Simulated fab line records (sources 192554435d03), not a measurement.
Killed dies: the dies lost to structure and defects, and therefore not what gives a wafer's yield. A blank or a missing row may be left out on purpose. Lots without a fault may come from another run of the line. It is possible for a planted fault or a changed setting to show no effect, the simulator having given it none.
fab line records	flow n5Finfet
[record] lots = 24	wafers = 72	lastDay = 18
route steps=1938 shown BEOL_M2@893 BEOL_M3@931
lots that met no fault: taken from a fault-free run of the same line
startH: hours from the record's first day to the start of the lot's first wafer shown	waitH: hours from the lot's prior step to this one	" as in the row above	L1.1+2: a single row standing in for several wafers	- value missing, or start not given	* or withheld: withheld	< > ~ a bound
route shown NAME@n: a module of which the file shows steps, and the number in the route of the first	usual: mean and standard deviation over wafers with no fault	same: alike in all rows	chamber/n: place in a boat	sites: readings site by site	_std_site: standard deviation across them	_edge_site: mean of outer sites minus mean of inner sites	radiusMm: for every site, how far away it sits from the centre of the wafer	mask NAME#n: copy n	behind: the tool/chamber that last shaped the wafer	hold: the reason the lot was held/the length of the hold in hours/how it ended	device: the transistor (n, p or np) that didn't switch	end of line: the tests these same wafers got at the end of their route	step lacking rows: just its recipe	killed: count of dies lost to structure and defects at first sort (not the wafer's yield)	map: shows each die of a wafer: x if killed, . if not, _ if none is there
set.NAME: the setting as run; set.NAME@STEP: as run at that earlier step	model.NAME: the simulator's own value behind a step, which no gauge read
the route's steps for a sample of lots (tables are steps, rows are wafers)
services: from which hour (startH, from the record's first day; less than 0 if before it) a tool's chamber was out of use, for how many hours, and why
[[steps]]
[step N5_BEOL_M2_OCD_MEAS_38]
[usual] trenchDepthNm = 55.4/0.84
lot.wafer	tool	chamber	startH	waitH	trenchDepthNm
L074.1	ocd-02	-	139.53	-	56.3
L074.4	"	-	"	"	57.0
L074.5	"	-	"	"	55.7
L075.2	ocd-02	-	140.20	-	55.2
L075.4	"	-	"	"	55.0
L075.6	"	-	"	"	54.9
L076.1	ocd-01	-	148.59	-	55.7
L076.2	"	-	"	"	54.3
L076.4	"	-	"	"	54.7
L077.1	ocd-01	-	153.77	-	56.4
L077.2	"	-	"	"	56.8
L077.5	"	-	"	"	56.8
L078.2	ocd-01	-	163.96	-	56.0
L078.4	"	-	"	"	55.2
L078.6	"	-	"	"	56.5
L079.3	ocd-02	-	167.11	-	55.4
L079.4	"	-	"	"	56.6
L079.6	"	-	"	"	56.4
L080.3	ocd-02	-	172.80	-	54.4
L080.5	"	-	"	"	54.0
L080.6	"	-	"	"	54.7
L081.2	ocd-02	-	181.65	-	54.0
L081.3	"	-	"	"	55.6
L081.4	"	-	"	"	54.3
L082.2	ocd-01	-	190.46	-	54.4
L082.4	"	-	"	"	55.0
L082.6	"	-	"	"	54.6
L083.1	ocd-02	-	192.06	-	55.0
L083.2	"	-	"	"	56.8
L083.3	"	-	"	"	56.9
L084.2	ocd-02	-	200.63	-	53.9
L084.4	"	-	"	"	54.4
L084.5	"	-	"	"	54.4
L085.1	ocd-02	-	206.43	-	53.4
L085.3	"	-	"	"	55.0
L085.5	"	-	"	"	55.2
L086.2	ocd-01	-	211.91	-	54.8
L086.3	"	-	"	"	54.6
L086.6	"	-	"	"	54.1
L087.1	ocd-02	-	213.75	-	55.4
L087.3	"	-	"	"	55.6
L087.6	"	-	"	"	54.2
L089.1	ocd-01	-	225.23	-	54.8
L089.5	"	-	"	"	54.9
L089.6	"	-	"	"	56.5
L088.1	ocd-01	-	230.14	-	54.4
L088.4	"	-	"	"	56.8
L088.6	"	-	"	"	56.3
L090.1	ocd-01	-	232.64	-	55.8
L090.3	"	-	"	"	55.9
L090.4	"	-	"	"	55.8
L093.1	ocd-01	-	250.76	-	55.9
L093.3	"	-	"	"	54.8
L093.4	"	-	"	"	55.9
L091.2	ocd-01	-	252.56	-	55.0
L091.5	"	-	"	"	54.7
L091.6	"	-	"	"	56.1
L092.1	ocd-01	-	254.92	-	56.6
L092.2	"	-	"	"	55.7
L092.4	"	-	"	"	55.3
L094.1	ocd-01	-	256.19	-	54.8
L094.5	"	-	"	"	54.9
L094.6	"	-	"	"	56.2
L095.3	ocd-01	-	259.44	-	55.3
L095.4	"	-	"	"	55.0
L095.6	"	-	"	"	55.2
L096.1	ocd-01	-	275.06	-	55.8
L096.4	"	-	"	"	56.1
L096.5	"	-	"	"	56.1
L097.1	ocd-02	-	297.77	-	55.1
L097.3	"	-	"	"	56.2
L097.5	"	-	"	"	56.4
[step N5_BEOL_M2_SPUTTER_48]
[recipe] material = Cu	targetThkA = 45	tempC = -20	chamberPressurePa = 0.07	powerW = withheld	timeS = 8.29
[usual] throttleValvePct = 29.8/0.77
lot.wafer	tool	chamber	startH	waitH	throttleValvePct
L074.1	pvdSputter-03	-	140.89	0.1	29.4
L074.4	"	-	"	"	29.2
L074.5	"	-	"	"	28.9
L075.2	pvdSputter-01	-	141.46	0.2	29.7
L075.4	"	-	"	"	31.1
L075.6	"	-	"	"	29.9
L076.1	pvdSputter-03	-	149.39	0.1	29.6
L076.2	"	-	"	"	29.7
L076.4	"	-	"	"	30.4
L077.1	pvdSputter-03	-	154.53	0.1	30.4
L077.2	"	-	"	"	29.4
L077.5	"	-	"	"	29.4
L078.2	pvdSputter-01	-	164.92	0.2	31.0
L078.4	"	-	"	"	29.8
L078.6	"	-	"	"	30.2
L079.3	pvdSputter-02	-	167.98	0.1	29.3
L079.4	"	-	"	"	31.3
L079.6	"	-	"	"	28.3
L080.3	pvdSputter-01	-	174.26	0.1	29.4
L080.5	"	-	"	"	29.3
L080.6	"	-	"	"	30.9
L081.2	pvdSputter-01	-	182.47	0.1	30.9
L081.3	"	-	"	"	29.9
L081.4	"	-	"	"	30.6
L082.2	pvdSputter-03	-	191.32	0.1	29.6
L082.4	"	-	"	"	29.5
L082.6	"	-	"	"	29.1
L083.1	pvdSputter-02	-	193.04	0.1	31.4
L083.2	"	-	"	"	29.0
L083.3	"	-	"	"	28.9
L084.2	pvdSputter-02	-	201.99	0.2	30.1
L084.4	"	-	"	"	31.0
L084.5	"	-	"	"	28.7
L085.1	pvdSputter-01	-	207.66	0.3	29.5
L085.3	"	-	"	"	29.9
L085.5	"	-	"	"	29.5
L086.2	pvdSputter-02	-	213.28	0.1	29.9
L086.3	"	-	"	"	28.8
L086.6	"	-	"	"	28.8
L087.1	pvdSputter-01	-	214.97	0.2	31.0
L087.3	"	-	"	"	30.2
L087.6	"	-	"	"	29.4
L089.1	pvdSputter-02	-	228.67	0.2	28.6
L089.5	"	-	"	"	31.2
L089.6	"	-	"	"	29.8
L088.1	pvdSputter-01	-	231.12	0.1	30.4
L088.4	"	-	"	"	29.5
L088.6	"	-	"	"	29.1
L090.1	pvdSputter-02	-	234.44	0.7	31.3
L090.3	"	-	"	"	30.1
L090.4	"	-	"	"	29.2
L093.1	pvdSputter-01	-	252.90	0.2	30.0
L093.3	"	-	"	"	29.9
L093.4	"	-	"	"	31.1
L091.2	pvdSputter-03	-	254.66	0.1	29.6
L091.5	"	-	"	"	29.7
L091.6	"	-	"	"	29.7
L092.1	pvdSputter-02	-	256.30	0.1	30.1
L092.2	"	-	"	"	29.4
L092.4	"	-	"	"	31.4
L094.1	pvdSputter-01	-	257.98	0.6	30.2
L094.5	"	-	"	"	31.0
L094.6	"	-	"	"	29.5
L095.3	pvdSputter-03	-	260.58	0.1	29.2
L095.4	"	-	"	"	29.7
L095.6	"	-	"	"	29.4
L096.1	pvdSputter-01	-	276.26	0.3	29.6
L096.4	"	-	"	"	30.2
L096.5	"	-	"	"	29.7
L097.1	pvdSputter-03	-	299.36	0.1	29.3
L097.3	"	-	"	"	29.0
L097.5	"	-	"	"	30.5
[step N5_BEOL_M2_SPUTTER_90]
[recipe] material = Cu	targetThkA = 45	tempC = -20	chamberPressurePa = 0.07	powerW = withheld	timeS = 8.29
[usual] throttleValvePct = 29.8/0.78
lot.wafer	tool	chamber	startH	waitH	throttleValvePct
L074.1	pvdSputter-03	-	141.99	0.1	29.2
L074.4	"	-	"	"	28.9
L074.5	"	-	"	"	28.9
L075.2	pvdSputter-01	-	142.56	0.1	29.6
L075.4	"	-	"	"	31.1
L075.6	"	-	"	"	29.9
L076.1	pvdSputter-03	-	150.49	0.1	29.3
L076.2	"	-	"	"	29.6
L076.4	"	-	"	"	30.5
L077.1	pvdSputter-03	-	155.63	0.1	30.5
L077.2	"	-	"	"	29.6
L077.5	"	-	"	"	29.5
L078.2	pvdSputter-01	-	166.02	0.1	31.0
L078.4	"	-	"	"	30.0
L078.6	"	-	"	"	30.4
L079.3	pvdSputter-02	-	169.08	0.1	29.5
L079.4	"	-	"	"	31.3
L079.6	"	-	"	"	28.4
L080.3	pvdSputter-01	-	175.36	0.1	29.4
L080.5	"	-	"	"	29.2
L080.6	"	-	"	"	31.1
L081.2	pvdSputter-01	-	183.57	0.1	30.9
L081.3	"	-	"	"	29.5
L081.4	"	-	"	"	30.3
L082.2	pvdSputter-03	-	192.42	0.1	29.4
L082.4	"	-	"	"	29.6
L082.6	"	-	"	"	29.3
L083.1	pvdSputter-02	-	194.14	0.1	31.5
L083.2	"	-	"	"	29.3
L083.3	"	-	"	"	28.4
L084.2	pvdSputter-02	-	203.09	0.1	30.2
L084.4	"	-	"	"	31.4
L084.5	"	-	"	"	28.8
L085.1	pvdSputter-01	-	208.76	0.1	29.8
L085.3	"	-	"	"	29.6
L085.5	"	-	"	"	29.8
L086.2	pvdSputter-02	-	214.38	0.1	29.8
L086.3	"	-	"	"	28.7
L086.6	"	-	"	"	28.6
L087.1	pvdSputter-01	-	216.07	0.1	31.2
L087.3	"	-	"	"	30.3
L087.6	"	-	"	"	29.7
L089.1	pvdSputter-02	-	229.77	0.1	28.7
L089.5	"	-	"	"	31.0
L089.6	"	-	"	"	30.1
L088.1	pvdSputter-01	-	232.22	0.1	30.5
L088.4	"	-	"	"	29.7
L088.6	"	-	"	"	29.4
L090.1	pvdSputter-02	-	235.54	0.1	31.3
L090.3	"	-	"	"	30.0
L090.4	"	-	"	"	29.3
L093.1	pvdSputter-01	-	254.00	0.1	30.0
L093.3	"	-	"	"	29.7
L093.4	"	-	"	"	31.1
L091.2	pvdSputter-03	-	255.76	0.1	29.7
L091.5	"	-	"	"	29.4
L091.6	"	-	"	"	29.5
L092.1	pvdSputter-02	-	257.40	0.1	30.0
L092.2	"	-	"	"	29.0
L092.4	"	-	"	"	31.2
L094.1	pvdSputter-01	-	259.08	0.1	30.1
L094.5	"	-	"	"	31.0
L094.6	"	-	"	"	29.6
L095.3	pvdSputter-03	-	261.68	0.1	29.6
L095.4	"	-	"	"	29.5
L095.6	"	-	"	"	29.4
L096.1	pvdSputter-01	-	277.36	0.1	29.4
L096.4	"	-	"	"	30.2
L096.5	"	-	"	"	29.7
L097.1	pvdSputter-03	-	300.46	0.1	29.4
L097.3	"	-	"	"	29.0
L097.5	"	-	"	"	30.3
[step N5_BEOL_M2_CO_CAP_55]
[recipe] material = Co	targetThkA = 20	tempC = 200	precursor = CCTBA/H2	pressureTorr = 30	timeS = 102.1
[usual] heaterPowerW = 240/26
lot.wafer	tool	chamber	startH	waitH	heaterPowerW
L074.1	cvdCo-02	1	143.51	0.0	273
L074.4	"	2	"	"	228
L074.5	"	0	"	"	278
L075.2	cvdCo-01	2	146.77	0.0	205
L075.4	"	2	"	"	210
L075.6	"	1	"	"	224
L076.1	cvdCo-02	2	153.74	0.0	221
L076.2	"	0	"	"	277
L076.4	"	2	"	"	224
L077.1	cvdCo-02	0	159.96	0.0	286
L077.2	"	1	"	"	266
L077.5	"	2	"	"	224
L078.2	cvdCo-02	1	171.05	0.0	275
L078.4	"	0	"	"	278
L078.6	"	1	"	"	276
L079.3	cvdCo-01	2	171.50	0.0	215
L079.4	"	1	"	"	227
L079.6	"	0	"	"	235
L080.3	cvdCo-01	1	179.80	0.0	225
L080.5	"	1	"	"	227
L080.6	"	2	"	"	207
L081.2	cvdCo-02	1	188.57	0.0	269
L081.3	"	2	"	"	223
L081.4	"	2	"	"	219
L082.2	cvdCo-01	0	196.15	0.0	222
L082.4	"	0	"	"	231
L082.6	"	0	"	"	222
L083.1	cvdCo-02	1	197.42	0.0	273
L083.2	"	2	"	"	223
L083.3	"	0	"	"	277
L084.2	cvdCo-02	2	207.19	0.0	225
L084.4	"	1	"	"	270
L084.5	"	0	"	"	274
L085.1	cvdCo-01	2	213.10	0.0	209
L085.3	"	1	"	"	225
L085.5	"	2	"	"	210
L086.2	cvdCo-01	0	219.95	0.0	231
L086.3	"	2	"	"	210
L086.6	"	2	"	"	214
L087.1	cvdCo-02	2	220.49	0.0	220
L087.3	"	0	"	"	279
L087.6	"	2	"	"	223
L089.1	cvdCo-01	1	232.81	0.0	228
L089.5	"	0	"	"	235
L089.6	"	1	"	"	231
L088.1	cvdCo-02	0	236.59	0.0	277
L088.4	"	1	"	"	272
L088.6	"	2	"	"	222
L090.1	cvdCo-02	1	238.12	0.0	283
L090.3	"	2	"	"	220
L090.4	"	2	"	"	226
L093.1	cvdCo-01	2	255.52	0.0	205
L093.3	"	0	"	"	231
L093.4	"	1	"	"	232
L091.2	cvdCo-01	1	259.60	0.0	227
L091.5	"	0	"	"	227
L091.6	"	2	"	"	204
L092.1	cvdCo-01	0	260.60	0.0	227
L092.2	"	1	"	"	226
L092.4	"	2	"	"	210
L094.1	cvdCo-01	2	261.85	0.0	213
L094.5	"	0	"	"	228
L094.6	"	1	"	"	226
L095.3	cvdCo-02	2	266.11	0.0	227
L095.4	"	2	"	"	221
L095.6	"	1	"	"	271
L096.1	cvdCo-01	0	278.89	0.0	232
L096.4	"	0	"	"	232
L096.5	"	1	"	"	225
L097.1	cvdCo-02	2	302.27	0.0	221
L097.3	"	0	"	"	274
L097.5	"	0	"	"	275
[step N5_BEOL_M3_ILD_DEP_00]
[recipe] material = SiOC	targetThkA = 790	tempC = 350	precursor = DEMS/O2	pressureTorr = 5	rfW = 500	timeS = 15.3
[usual] heaterPowerW = 539/66	rfFwdPowerW = 494.5/2.3	showerheadPlenumPTorr = 5.691/0.014	throttleValvePct = 11.8/0.69
lot.wafer	tool	chamber	startH	waitH	heaterPowerW	rfFwdPowerW	showerheadPlenumPTorr	throttleValvePct
L074.1	pecvd-02	1	143.76	0.0	434	496.1	5.667	10.9
L074.4	"	0	"	"	544	493.0	5.690	11.4
L074.5	"	1	"	"	427	497.2	5.677	10.9
L075.2	pecvd-03	1	147.02	0.0	484	495.2	5.714	11.7
L075.4	"	2	"	"	657	491.8	5.674	11.3
L075.6	"	1	"	"	494	495.0	5.715	11.9
L076.1	pecvd-02	1	153.99	0.0	475	496.7	5.674	11.2
L076.2	"	2	"	"	494	494.3	5.707	11.0
L076.4	"	0	"	"	483	492.2	5.680	11.4
L077.1	pecvd-02	2	160.20	0.0	520	497.7	5.708	11.0
L077.2	"	0	"	"	504	492.0	5.686	11.0
L077.5	"	2	"	"	522	495.2	5.705	10.7
L078.2	pecvd-01	0	171.30	0.0	611	489.8	5.713	13.1
L078.4	"	1	"	"	507	497.5	5.687	11.6
L078.6	"	2	"	"	604	493.7	5.719	11.4
L079.3	pecvd-01	1	171.75	0.0	522	494.5	5.689	11.5
L079.4	"	1	"	"	534	496.6	5.690	11.5
L079.6	"	0	"	"	536	490.9	5.711	13.1
L080.3	pecvd-03	2	180.06	0.0	649	494.2	5.674	11.9
L080.5	"	2	"	"	633	494.5	5.678	11.6
L080.6	"	0	"	"	506	495.3	5.701	12.6
L081.2	pecvd-03	1	188.82	0.0	432	495.0	5.716	11.6
L081.3	"	0	"	"	530	496.6	5.697	12.6
L081.4	"	2	"	"	637	493.9	5.684	11.7
L082.2	pecvd-02	2	196.44	0.0	588	497.3	5.703	10.8
L082.4	"	1	"	"	447	496.0	5.671	11.0
L082.6	"	0	"	"	506	492.7	5.688	11.2
L083.1	pecvd-03	2	197.67	0.0	592	492.0	5.674	11.7
L083.2	"	0	"	"	480	497.3	5.681	12.8
L083.3	"	0	"	"	493	498.7	5.706	13.0
L084.2	pecvd-01	2	207.44	0.0	584	494.5	5.699	11.6
L084.4	"	2	"	"	574	494.5	5.692	11.4
L084.5	"	0	"	"	531	492.4	5.708	13.4
L085.1	pecvd-03	1	213.38	0.0	452	493.9	5.698	11.5
L085.3	"	2	"	"	662	494.5	5.663	11.6
L085.5	"	1	"	"	460	493.7	5.710	11.5
L086.2	pecvd-03	2	220.23	0.0	627	495.6	5.681	11.7
L086.3	"	1	"	"	458	497.0	5.709	11.9
L086.6	"	2	"	"	633	494.2	5.675	11.8
L087.1	pecvd-01	0	220.77	0.0	593	487.6	5.684	12.9
L087.3	"	1	"	"	545	496.6	5.696	11.7
L087.6	"	2	"	"	654	493.2	5.711	11.6
L089.1	pecvd-03	1	233.05	0.0	497	497.1	5.700	11.7
L089.5	"	0	"	"	539	496.2	5.688	13.1
L089.6	"	2	"	"	650	495.6	5.685	11.6
L088.1	pecvd-03	0	236.83	0.0	528	495.0	5.682	12.8
L088.4	"	2	"	"	655	494.7	5.680	11.9
L088.6	"	0	"	"	538	493.8	5.673	12.8
L090.1	pecvd-03	2	238.36	0.0	667	493.6	5.660	11.7
L090.3	"	1	"	"	483	494.6	5.695	11.4
L090.4	"	2	"	"	664	496.2	5.680	11.9
L093.1	pecvd-01	1	255.77	0.0	484	496.0	5.686	11.3
L093.3	"	2	"	"	641	494.9	5.703	11.5
L093.4	"	2	"	"	626	493.8	5.711	11.5
L091.2	pecvd-02	2	260.07	0.0	477	496.2	5.698	10.9
L091.5	"	1	"	"	450	496.9	5.679	10.8
L091.6	"	0	"	"	521	490.9	5.679	11.2
L092.1	pecvd-01	2	260.85	0.0	536	495.4	5.703	11.6
L092.2	"	0	"	"	611	490.0	5.699	13.0
L092.4	"	2	"	"	547	494.2	5.711	11.7
L094.1	pecvd-01	2	262.10	0.0	601	497.4	5.702	11.7
L094.5	"	2	"	"	591	496.8	5.710	11.4
L094.6	"	1	"	"	491	498.7	5.681	11.3
L095.3	pecvd-01	0	266.35	0.0	514	491.7	5.697	13.1
L095.4	"	1	"	"	529	493.8	5.691	11.6
L095.6	"	0	"	"	509	489.8	5.705	13.2
L096.1	pecvd-02	1	279.16	0.0	479	496.1	5.671	10.9
L096.4	"	1	"	"	486	495.1	5.671	11.1
L096.5	"	1	"	"	473	495.4	5.664	10.9
L097.1	pecvd-01	2	302.54	0.0	642	496.7	5.699	11.5
L097.3	"	1	"	"	449	494.3	5.687	11.5
L097.5	"	2	"	"	647	495.5	5.702	11.7
[step N5_BEOL_M3_DESCUM_16]
[recipe] chemistry = O2	timeS = 7	sourcePowerW = 50	biasPowerW = 20	pressureMtorr = 20	rfFrequencyHz = 2.712e+07	tempC = 40	resist = CAR-EUV	o2FlowSccm = 225
[usual] drypumpMotorCurrentA = 5.8/0.45	oesProductAu = 0.79/0.098	rfFwdPowerW = 49.44/0.23	rfVppV = 242.8/1.5	showerheadPlenumPTorr = 2.06/0.07	throttleValvePct = 20.33/0.28
lot.wafer	tool	chamber	startH	waitH	drypumpMotorCurrentA	oesProductAu	rfFwdPowerW	rfHoursCounterH	rfVppV	showerheadPlenumPTorr	throttleValvePct
L074.1	rieDiel-02	1	144.45	0.0	5.7	0.78	49.09	124	238.6	1.93	19.94
L074.4	"	3	"	"	6.3	0.69	49.46	-	245.0	2.14	20.19
L074.5	"	1	"	"	5.7	0.79	49.09	-	237.5	1.93	19.92
L075.2	rieDiel-02	1	148.72	0.0	5.7	0.78	48.97	125	240.9	1.93	19.92
L075.4	"	0	"	"	5.7	0.76	49.69	-	244.5	2.10	20.61
L075.6	"	3	"	"	6.3	0.69	49.37	-	244.5	2.14	20.19
L076.1	rieDiel-03	2	154.89	0.2	6.2	0.74	49.58	158	241.4	2.00	20.35
L076.2	"	0	"	"	6.1	0.77	49.48	170	242.3	2.01	20.58
L076.4	"	3	"	"	6.2	0.81	49.33	97	240.9	2.03	20.43
L077.1	rieDiel-03	3	161.41	0.1	6.2	0.79	49.63	99	241.9	2.02	20.42
L077.2	"	2	"	"	6.2	0.73	49.72	159	241.7	2.00	20.33
L077.5	"	2	"	"	6.2	0.74	49.65	-	242.0	2.00	20.35
L078.2	rieDiel-02	3	172.77	0.2	6.3	0.68	49.56	258	242.4	2.14	20.21
L078.4	"	1	"	"	5.7	0.77	49.00	-	241.8	1.93	19.95
L078.6	"	0	"	"	5.7	0.75	49.52	-	242.6	2.09	20.61
L079.3	rieDiel-02	0	173.06	0.4	5.7	0.75	49.32	143	242.5	2.09	20.62
L079.4	"	1	"	"	5.7	0.77	48.96	-	239.8	1.93	19.93
L079.6	"	0	"	"	5.7	0.75	49.34	-	241.4	2.09	20.62
L080.3	rieDiel-03	0	180.93	0.1	6.1	0.76	49.42	178	241.7	2.00	20.60
L080.5	"	3	"	"	6.2	0.80	49.85	-	241.7	2.02	20.44
L080.6	"	2	"	"	6.2	0.73	49.54	-	242.8	2.00	20.36
L081.2	rieDiel-02	0	190.61	0.3	5.7	0.74	49.29	149	242.9	2.09	20.63
L081.3	"	1	"	"	5.7	0.77	49.11	140	241.2	1.93	19.94
L081.4	"	3	"	"	6.3	1.01	49.33	0	244.8	2.13	19.82
L082.2	rieDiel-03	0	197.59	0.0	6.1	0.76	49.43	184	243.3	2.00	20.58
L082.4	"	3	"	"	6.2	0.79	49.64	111	242.3	2.02	20.44
L082.6	"	1	"	"	4.7	1.01	49.40	-	244.7	2.14	20.10
L083.1	rieDiel-03	1	199.21	0.3	4.8	1.00	49.31	2	242.8	2.14	20.11
L083.2	"	3	"	"	6.2	0.79	49.50	111	242.3	2.02	20.43
L083.3	"	0	"	"	6.1	0.76	49.66	184	241.6	2.00	20.60
L084.2	rieDiel-04	0	209.17	0.0	5.6	0.69	49.60	212	243.8	2.07	20.76
L084.4	"	2	"	"	5.7	0.98	49.57	2	242.2	2.05	20.22
L084.5	"	1	"	"	6.1	0.75	49.48	-	246.5	2.17	20.31
L085.1	rieDiel-03	3	214.82	0.0	6.2	0.79	49.52	116	241.7	2.02	20.46
L085.3	"	0	"	"	6.1	0.75	49.60	189	241.3	2.00	20.60
L085.5	"	1	"	"	4.7	0.98	49.59	-	245.0	2.14	20.11
L086.2	rieDiel-03	2	220.90	0.0	6.2	0.73	49.45	177	243.0	1.99	20.38
L086.3	"	1	"	"	4.7	0.97	49.73	7	244.7	2.14	20.11
L086.6	"	2	"	"	6.2	0.72	49.27	-	243.3	1.99	20.38
L087.1	rieDiel-04	3	221.45	0.0	5.8	0.71	49.21	227	243.8	2.07	20.63
L087.3	"	1	"	"	6.1	0.75	49.53	171	244.7	2.17	20.28
L087.6	"	0	"	"	5.6	0.68	49.36	-	243.9	2.07	20.75
L089.1	rieDiel-04	3	234.38	0.0	5.8	0.71	49.59	232	243.4	2.06	20.66
L089.5	"	2	"	"	5.7	0.94	49.45	-	242.3	2.05	20.24
L089.6	"	1	"	"	6.1	0.73	49.45	-	243.7	2.17	20.32
L088.1	rieDiel-02	0	239.89	0.1	5.7	0.73	49.29	164	242.8	2.09	20.65
L088.4	"	2	"	"	5.1	0.92	49.62	18	241.9	2.06	20.00
L088.6	"	2	"	"	5.1	0.92	49.85	-	242.9	2.06	19.99
L090.1	rieDiel-04	2	240.19	0.0	5.7	0.93	49.58	12	241.5	2.04	20.24
L090.3	"	0	"	"	5.6	0.68	49.79	222	241.2	2.07	20.76
L090.4	"	1	"	"	6.1	0.74	49.20	177	243.3	2.17	20.32
L093.1	rieDiel-02	2	256.55	0.0	5.2	0.91	49.59	23	241.5	2.06	20.00
L093.3	"	1	"	"	5.7	0.75	48.81	159	240.4	1.92	19.98
L093.4	"	0	"	"	5.7	0.73	49.22	168	243.7	2.09	20.65
L091.2	rieDiel-04	1	261.13	0.4	6.1	0.73	49.41	184	243.9	2.17	20.34
L091.5	"	1	"	"	6.1	0.74	49.49	-	244.7	2.17	20.33
L091.6	"	2	"	"	5.7	0.92	49.22	-	242.5	2.04	20.24
L092.1	rieDiel-02	1	261.68	0.2	5.7	0.75	49.18	162	241.4	1.92	19.96
L092.2	"	3	"	"	6.3	0.90	49.26	21	245.2	2.13	19.84
L092.4	"	0	"	"	5.7	0.72	49.09	170	244.8	2.08	20.67
L094.1	rieDiel-04	0	263.33	0.0	5.5	0.68	49.55	230	243.2	2.06	20.79
L094.5	"	1	"	"	6.1	0.73	49.34	-	243.9	2.17	20.31
L094.6	"	0	"	"	5.6	0.67	49.61	-	242.2	2.06	20.78
L095.3	rieDiel-02	1	267.29	0.0	5.7	0.75	48.73	164	240.4	1.92	19.99
L095.4	"	2	"	"	5.1	0.91	49.77	27	242.8	2.06	20.02
L095.6	"	0	"	"	5.7	0.73	49.63	-	244.0	2.08	20.66
L096.1	rieDiel-03	0	281.51	1.3	6.1	0.74	49.49	209	239.8	1.99	20.63
L096.4	"	2	"	"	6.2	0.72	49.52	198	242.5	1.99	20.42
L096.5	"	3	"	"	6.2	0.77	50.04	-	242.8	2.01	20.48
L097.1	rieDiel-04	1	303.75	0.0	6.1	0.71	49.38	201	244.8	2.16	20.34
L097.3	"	2	"	"	5.7	0.88	49.68	34	241.4	2.04	20.26
L097.5	"	2	"	"	5.7	0.89	49.52	-	242.6	2.04	20.27
[[services]]
tool	chamber	startH	hours	kind
cvdCo-01	-	122.50	0.8	repair
rieDiel-02	1	128.59	14.5	repair
rieDiel-02	2	143.09	-	clean
rieDiel-02	2	143.09	-	consumableReplace:focusRing
rieDiel-02	2	143.09	35.0	scheduledDown
rieDiel-02	2	143.09	35.0	ventCycle
pecvd-03	0	143.65	5.5	scheduledDown
pecvd-01	1	148.27	5.6	repair
pecvd-03	-	152.71	6.0	pm
cvdCo-01	-	153.72	6.9	pm
cvdCo-02	-	168.66	0.6	repair
cvdCo-01	2	189.17	15.3	repair
pecvd-03	1	193.72	6.0	repair
cvdCo-01	1	205.77	4.3	repair
cvdCo-01	0	208.60	9.6	repair
cvdCo-02	-	227.63	6.0	pm
cvdCo-02	-	243.17	20.8	repair
rieDiel-04	2	250.08	2.5	repair
rieDiel-04	3	257.50	8.1	repair
rieDiel-02	-	270.26	14.6	pm
pecvd-02	2	274.35	22.4	repair
pvdSputter-03	-	285.89	3.8	repair
rieDiel-02	-	289.47	0.3	repair
pecvd-02	0	303.38	4.9	repair
[[key]]
fault none
